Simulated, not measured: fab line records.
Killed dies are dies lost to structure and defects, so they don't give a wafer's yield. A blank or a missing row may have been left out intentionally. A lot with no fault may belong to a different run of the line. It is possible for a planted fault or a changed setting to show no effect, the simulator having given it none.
fab line records -- flow nand_harc
record lots=10, wafers=30, last_day=24
route steps=1159 shown A_BLC@988 A_M0@1008 THIN_TSV@1113
lots with no fault: from the same line, run without faults
start_h: hours from the record's first day to the start of the lot's first wafer shown -- wait_h: how many hours have passed since the lot's step before this one -- " as in the row above -- L1.1+2: several wafers, shown together as one row -- - no value present, or no start provided -- * or withheld: withheld -- < > ~ a bound
route shown NAME@n: a module of which the file shows steps, and the number in the route of the first -- usual: mean/standard deviation taken from wafers without a fault -- same: alike in all rows -- chamber/n: place in a boat -- sites: per-site readings -- _std_site: the standard deviation of these -- _edge_site: the outer-site mean with the inner-site mean subtracted -- radius_mm: how far each site lies from the wafer's centre -- mask NAME#n: copy n -- behind: the most recent tool/chamber to have shaped the wafer -- hold: reason for holding the lot/hours on hold/outcome of the hold -- device: whichever transistor did not switch (one of n, p or np) -- end of line: at the end of the route, the tests of the same wafers -- step lacking rows: just its recipe -- killed: not the wafer's yield, but the dies lost to structure and defects at the first sort -- map: the dies of a wafer, with x for killed, . for not killed, _ for no die there
set.NAME: the setting that was run; set.NAME@STEP: the one run at that earlier step -- model.NAME: the simulator's own value behind a step, which no gauge read
a sample of lots followed through the steps of the route, with each step as a table and each wafer as a row
services: a tool's chamber out of use, with start hour (start_h, from the record's first day; less than 0 if before it), hours out, and reason
## steps
# step NHARC_A_BLC_ALD_23
# recipe target_thk_a=30, pulse_time_s=1, ald_cycles=150, temp_c=450, material=TiN
# usual heater_power_w=1070/140, precursor_pulse_height_rel=1.005/0.018
# same pulse_time_s=1
lot.wafer,tool,chamber,start_h,wait_h,heater_power_w,precursor_pulse_height_rel
L829.2,ald_metal-04,0,395.25,-,1052,1.000
L829.3,ald_metal-04,1,395.25,-,1238,1.010
L829.6,ald_metal-04,3,395.25,-,1077,0.987
L828.3,ald_metal-04,1,397.54,-,1274,1.009
L828.1,ald_metal-04,0,397.54,-,1055,0.987
L828.5,ald_metal-04,2,397.54,-,1045,0.993
L832.2,ald_metal-04,0,402.60,-,1030,1.004
L832.5,ald_metal-04,1,402.60,-,1236,1.002
L832.6,ald_metal-04,2,402.60,-,1051,1.022
L833.1,ald_metal-02,3,419.48,-,1194,1.036
L833.4,ald_metal-02,1,419.48,-,881,0.978
L833.6,ald_metal-02,3,419.48,-,1214,0.993
L836.3,ald_metal-03,2,445.20,-,1003,0.994
L836.4,ald_metal-03,3,445.20,-,996,1.016
L836.6,ald_metal-03,0,445.20,-,920,1.023
L840.4,ald_metal-03,3,464.24,-,979,1.025
L840.2,ald_metal-03,2,464.24,-,1002,0.974
L840.5,ald_metal-03,3,464.24,-,963,1.024
L843.4,ald_metal-04,2,494.63,-,1116,0.997
L843.1,ald_metal-04,3,494.63,-,1100,0.977
L843.5,ald_metal-04,1,494.63,-,1368,1.006
L848.1,ald_metal-02,1,502.47,-,857,1.013
L848.3,ald_metal-02,3,502.47,-,1217,1.028
L848.5,ald_metal-02,1,502.47,-,870,0.982
L850.4,ald_metal-02,1,520.15,-,838,1.013
L850.1,ald_metal-02,0,520.15,-,1144,0.990
L850.5,ald_metal-02,2,520.15,-,856,0.979
L849.4,ald_metal-04,0,528.46,-,991,1.013
L849.2,ald_metal-04,2,528.46,-,1156,0.997
L849.5,ald_metal-04,3,528.46,-,1110,0.981
# step NHARC_A_BLC_INSPECT_28
# usual raw_defect_count=410/91
lot.wafer,tool,chamber,start_h,wait_h,raw_defect_count
L829.2,defect_inspect-02,-,399.16,0.1,328
L829.3,defect_inspect-02,-,399.16,0.1,502
L829.6,defect_inspect-02,-,399.16,0.1,397
L828.1,defect_inspect-02,-,400.78,0.1,400
L828.3,defect_inspect-02,-,400.78,0.1,417
L828.5,defect_inspect-02,-,400.78,0.1,420
L832.2,defect_inspect-02,-,403.68,0.1,374
L832.5,defect_inspect-02,-,403.68,0.1,510
L832.6,defect_inspect-02,-,403.68,0.1,390
L833.1,defect_inspect-02,-,422.55,0.1,600
L833.4,defect_inspect-02,-,422.55,0.1,589
L833.6,defect_inspect-02,-,422.55,0.1,585
L836.3,defect_inspect-02,-,446.32,0.1,333
L836.4,defect_inspect-02,-,446.32,0.1,269
L836.6,defect_inspect-02,-,446.32,0.1,302
L840.2,defect_inspect-02,-,469.68,0.1,526
L840.4,defect_inspect-02,-,469.68,0.1,334
L840.5,defect_inspect-02,-,469.68,0.1,466
L843.1,defect_inspect-02,-,496.14,0.1,354
L843.4,defect_inspect-02,-,496.14,0.1,604
L843.5,defect_inspect-02,-,496.14,0.1,664
L848.1,defect_inspect-01,-,504.32,0.1,543
L848.3,defect_inspect-01,-,504.32,0.1,484
L848.5,defect_inspect-01,-,504.32,0.1,424
L850.1,defect_inspect-01,-,525.41,0.1,372
L850.4,defect_inspect-01,-,525.41,0.1,448
L850.5,defect_inspect-01,-,525.41,0.1,435
L849.2,defect_inspect-02,-,537.15,0.1,462
L849.4,defect_inspect-02,-,537.15,0.1,483
L849.5,defect_inspect-02,-,537.15,0.1,409
# step NHARC_A_M0_ETCH_34
# recipe target_depth_a=400, overetch_a=120, time_s=43.94, ion_energy_ev=200, n2_flow_sccm=150, h2_flow_sccm=150, ar_flow_sccm=0, rf_w=400, bias_w=150, chemistry=N2/H2
# usual drypump_motor_current_A=5.8/0.59, oes_product_au=1.000/0.0077, rf_fwd_power_W=395.9/1.7, rf_vpp_V=429.8/2.5, showerhead_plenum_p_Torr=2.01/0.09, throttle_valve_pct=14.172/0.0088
lot.wafer,tool,chamber,start_h,wait_h,drypump_motor_current_A,oes_product_au,rf_fwd_power_W,rf_hours_counter_h,rf_vpp_V,showerhead_plenum_p_Torr,throttle_valve_pct
L829.2,rie_diel-09,2,400.32,0.1,5.0,1.005,393.7,11,428.2,1.94,14.187
L829.3,rie_diel-09,1,400.32,0.1,5.6,0.987,400.2,8,428.9,1.94,14.164
L829.6,rie_diel-09,3,400.32,0.1,6.7,1.006,398.6,-,434.6,2.16,14.181
L828.3,rie_diel-09,0,401.96,0.1,5.5,0.998,394.6,10,432.8,2.15,14.157
L828.1,rie_diel-09,1,401.96,0.1,5.6,0.984,398.6,8,426.7,1.94,14.174
L828.5,rie_diel-09,2,401.96,0.1,5.0,0.997,395.4,-,428.2,1.94,14.178
L832.2,rie_diel-09,3,405.24,0.1,6.7,1.010,398.2,12,433.6,2.16,14.148
L832.5,rie_diel-09,1,405.24,0.1,5.6,0.983,397.0,-,428.1,1.94,14.170
L832.6,rie_diel-09,2,405.24,0.1,5.0,1.009,394.7,-,428.1,1.94,14.175
L833.4,rie_diel-05,1,423.68,0.1,5.1,1.008,396.0,4,426.4,1.93,14.168
L833.1,rie_diel-05,2,423.68,0.1,6.5,1.008,393.0,5,429.4,2.00,14.162
L833.6,rie_diel-05,1,423.68,0.1,5.1,0.997,397.6,-,427.9,1.93,14.152
L836.4,rie_diel-09,1,447.48,0.1,5.6,0.999,396.4,1,427.6,1.94,14.168
L836.3,rie_diel-09,3,447.48,0.1,6.6,1.007,396.4,0,433.7,2.15,14.172
L836.6,rie_diel-09,2,447.48,0.1,5.0,1.011,396.3,-,428.2,1.94,14.155
L840.2,rie_diel-05,2,470.73,0.1,6.5,0.992,393.7,8,429.2,2.00,14.172
L840.4,rie_diel-05,1,470.73,0.1,5.1,0.996,396.3,8,428.2,1.93,14.171
L840.5,rie_diel-05,2,470.73,0.1,6.5,0.977,393.7,-,429.7,2.00,14.194
L843.4,rie_diel-05,1,497.20,0.1,5.1,1.006,397.1,9,427.9,1.93,14.166
L843.1,rie_diel-05,3,497.20,0.1,6.1,1.003,396.0,10,432.6,2.11,14.185
L843.5,rie_diel-05,2,497.20,0.1,6.5,1.011,392.4,-,428.5,2.00,14.176
L848.1,rie_diel-09,2,505.58,0.1,5.0,1.009,396.3,4,428.1,1.94,14.178
L848.3,rie_diel-09,3,505.58,0.1,6.7,1.009,395.9,6,434.5,2.15,14.182
L848.5,rie_diel-09,3,505.58,0.1,6.7,1.001,397.3,-,433.4,2.15,14.162
L850.4,rie_diel-09,3,526.94,0.1,6.7,0.995,397.8,7,434.2,2.15,14.185
L850.1,rie_diel-09,1,526.94,0.1,5.6,0.998,399.4,7,428.8,1.93,14.167
L850.5,rie_diel-09,0,526.94,0.1,5.4,0.995,395.7,-,433.1,2.15,14.161
L849.2,rie_diel-05,0,538.19,0.1,6.4,1.000,394.8,1,426.1,1.93,14.178
L849.4,rie_diel-05,3,538.19,0.1,6.1,0.991,396.2,1,433.4,2.11,14.162
L849.5,rie_diel-05,0,538.19,0.1,6.4,0.999,394.8,-,426.5,1.93,14.171
# step NHARC_THIN_TSV_EXPOSE_09
# recipe na=0.55, dose_mj=30.7, mask_id=TSV
# usual exposure_dose_mJ_cm2=30.704/0.029
lot.wafer,tool,chamber,start_h,wait_h,mask,exposure_dose_mJ_cm2
L829.2,krf_scanner-03,0,447.51,-,TSV#0,30.733
L829.3,krf_scanner-03,0,447.51,-,TSV#0,30.724
L829.6,krf_scanner-03,0,447.51,-,TSV#0,30.693
L828.1,krf_scanner-04,0,449.98,-,TSV#0,30.708
L828.3,krf_scanner-04,0,449.98,-,TSV#0,30.711
L828.5,krf_scanner-04,0,449.98,-,TSV#0,30.696
L832.2,krf_scanner-04,0,451.56,-,TSV#0,30.737
L832.5,krf_scanner-04,0,451.56,-,TSV#0,30.779
L832.6,krf_scanner-04,0,451.56,-,TSV#0,30.729
L833.1,krf_scanner-03,0,456.11,-,TSV#0,30.763
L833.4,krf_scanner-03,0,456.11,-,TSV#0,30.725
L833.6,krf_scanner-03,0,456.11,-,TSV#0,30.713
L836.3,krf_scanner-03,0,476.85,-,TSV#0,30.616
L836.4,krf_scanner-03,0,476.85,-,TSV#0,30.666
L836.6,krf_scanner-03,0,476.85,-,TSV#0,30.663
L840.2,krf_scanner-01,0,495.77,-,TSV#0,30.698
L840.4,krf_scanner-01,0,495.77,-,TSV#0,30.730
L840.5,krf_scanner-01,0,495.77,-,TSV#0,30.670
L843.1,krf_scanner-01,0,525.03,-,TSV#0,30.741
L843.4,krf_scanner-01,0,525.03,-,TSV#0,30.735
L843.5,krf_scanner-01,0,525.03,-,TSV#0,30.713
L848.1,krf_scanner-03,0,532.41,-,TSV#0,44.209
L848.3,krf_scanner-03,0,532.41,-,TSV#0,44.183
L848.5,krf_scanner-03,0,532.41,-,TSV#0,44.210
L850.1,krf_scanner-01,0,552.81,-,TSV#0,30.690
L850.4,krf_scanner-01,0,552.81,-,TSV#0,30.697
L850.5,krf_scanner-01,0,552.81,-,TSV#0,30.684
L849.2,krf_scanner-03,0,562.80,-,TSV#0,44.206
L849.4,krf_scanner-03,0,562.80,-,TSV#0,44.172
L849.5,krf_scanner-03,0,562.80,-,TSV#0,44.150
# step NHARC_THIN_TSV_CD_MEAS_12
# recipe target_cd_nm=1000, landing_energy_ev=500
# usual cd_nm=999.7/1.6
lot.wafer,tool,chamber,start_h,wait_h,cd_nm
L829.2,cd_sem-03,0,447.67,-,997.9
L829.3,cd_sem-03,0,447.67,-,1000.6
L829.6,cd_sem-03,0,447.67,-,999.4
L828.1,cd_sem-01,0,450.14,-,1000.5
L828.3,cd_sem-01,0,450.14,-,999.7
L828.5,cd_sem-01,0,450.14,-,999.8
L832.2,cd_sem-02,0,451.72,-,999.1
L832.5,cd_sem-02,0,451.72,-,998.8
L832.6,cd_sem-02,0,451.72,-,999.7
L833.1,cd_sem-01,0,456.26,-,998.2
L833.4,cd_sem-01,0,456.26,-,998.5
L833.6,cd_sem-01,0,456.26,-,998.3
L836.3,cd_sem-03,0,477.00,-,1001.6
L836.4,cd_sem-03,0,477.00,-,1000.5
L836.6,cd_sem-03,0,477.00,-,1001.5
L840.2,cd_sem-01,0,495.92,-,1001.5
L840.4,cd_sem-01,0,495.92,-,1000.6
L840.5,cd_sem-01,0,495.92,-,1002.6
L843.1,cd_sem-01,0,525.19,-,1000.8
L843.4,cd_sem-01,0,525.19,-,1002.6
L843.5,cd_sem-01,0,525.19,-,1002.0
L848.1,cd_sem-03,0,532.56,-,1011.7
L848.3,cd_sem-03,0,532.56,-,1011.1
L848.5,cd_sem-03,0,532.56,-,1010.5
L850.1,cd_sem-03,0,552.97,-,999.2
L850.4,cd_sem-03,0,552.97,-,1000.4
L850.5,cd_sem-03,0,552.97,-,1000.5
L849.2,cd_sem-01,0,562.95,-,1009.1
L849.4,cd_sem-01,0,562.95,-,1009.7
L849.5,cd_sem-01,0,562.95,-,1009.4
# step NHARC_THIN_TSV_CD_MEAS_37
# usual cd_nm=5000.3/2.2
lot.wafer,tool,chamber,start_h,wait_h,cd_nm
L829.2,cd_sem-01,-,455.56,-,5000.1
L829.3,cd_sem-01,-,455.56,-,5002.0
L829.6,cd_sem-01,-,455.56,-,5000.6
L828.1,cd_sem-03,-,458.01,-,5002.3
L828.3,cd_sem-03,-,458.01,-,5002.7
L828.5,cd_sem-03,-,458.01,-,5001.4
L832.2,cd_sem-03,-,459.36,-,4996.1
L832.5,cd_sem-03,-,459.36,-,4997.3
L832.6,cd_sem-03,-,459.36,-,4999.9
L833.1,cd_sem-03,-,463.82,-,5000.0
L833.4,cd_sem-03,-,463.82,-,4999.0
L833.6,cd_sem-03,-,463.82,-,4997.5
L836.3,cd_sem-02,-,484.48,-,5002.7
L836.4,cd_sem-02,-,484.48,-,5000.5
L836.6,cd_sem-02,-,484.48,-,5000.7
L840.2,cd_sem-02,-,503.59,-,5002.1
L840.4,cd_sem-02,-,503.59,-,5000.3
L840.5,cd_sem-02,-,503.59,-,5001.4
L843.1,cd_sem-02,-,532.55,-,5002.2
L843.4,cd_sem-02,-,532.55,-,5003.4
L843.5,cd_sem-02,-,532.55,-,5000.9
L848.1,cd_sem-01,-,539.94,-,5013.5
L848.3,cd_sem-01,-,539.94,-,5013.8
L848.5,cd_sem-01,-,539.94,-,5011.3
L850.1,cd_sem-03,-,560.68,-,5001.0
L850.4,cd_sem-03,-,560.68,-,5002.8
L850.5,cd_sem-03,-,560.68,-,5001.9
L849.2,cd_sem-02,-,570.77,-,5008.0
L849.4,cd_sem-02,-,570.77,-,5008.6
L849.5,cd_sem-02,-,570.77,-,5009.4
## services
tool,chamber,start_h,hours,kind
rie_diel-09,0,385.63,-,clean
rie_diel-09,1,385.63,-,clean
rie_diel-09,2,385.63,-,clean
rie_diel-09,3,385.63,-,clean
krf_scanner-01,-,388.24,1.6,repair
ald_metal-02,3,398.07,4.1,repair
ald_metal-03,1,404.82,1.8,repair
ald_metal-04,-,406.00,10.0,pm
krf_scanner-04,-,411.27,0.5,repair
ald_metal-03,-,416.29,0.4,repair
krf_scanner-01,-,428.00,4.0,pm
rie_diel-09,3,428.29,8.4,repair
krf_scanner-04,-,428.74,1.9,repair
rie_diel-09,-,431.13,9.0,pm
ald_metal-03,-,450.70,1.0,repair
krf_scanner-04,-,453.59,0.2,repair
rie_diel-09,2,467.11,20.8,repair
krf_scanner-04,-,470.00,4.0,pm
krf_scanner-04,-,478.99,5.7,repair
ald_metal-03,-,500.00,10.0,pm
krf_scanner-03,-,512.00,4.0,pm
rie_diel-05,-,517.60,9.0,pm
ald_metal-02,-,542.00,10.0,pm
rie_diel-05,2,560.87,4.4,repair
## key
first_sign step=NHARC_THIN_TSV_EXPOSE_09, reading=exposure_dose_mJ_cm2, direction=up, sigmas=99+, usual=30.704, struck=44.188
effect step=NHARC_THIN_TSV_CD_MEAS_12, reading=cd_nm, direction=up, sigmas=6.5, usual=999.7, struck=1010.3
effect step=NHARC_THIN_TSV_CD_MEAS_37, reading=cd_nm, direction=up, sigmas=4.7, usual=5000.3, struck=5010.8
met_at NHARC_THIN_TSV_EXPOSE_09
struck_lots L848,L849
not_acting_at NHARC_A_BLC_ALD_23,NHARC_A_BLC_INSPECT_28,NHARC_A_M0_ETCH_34
onset_between 476.85 532.41
fault kind=process_parameter_drift, tool=krf_scanner-03, chamber=-, onset_h=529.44, steps=NHARC_THIN_TSV_EXPOSE_09, channel=dose_mj, offset=13.517, shape=step, acts_in=these_recipes_only, stated=30.7
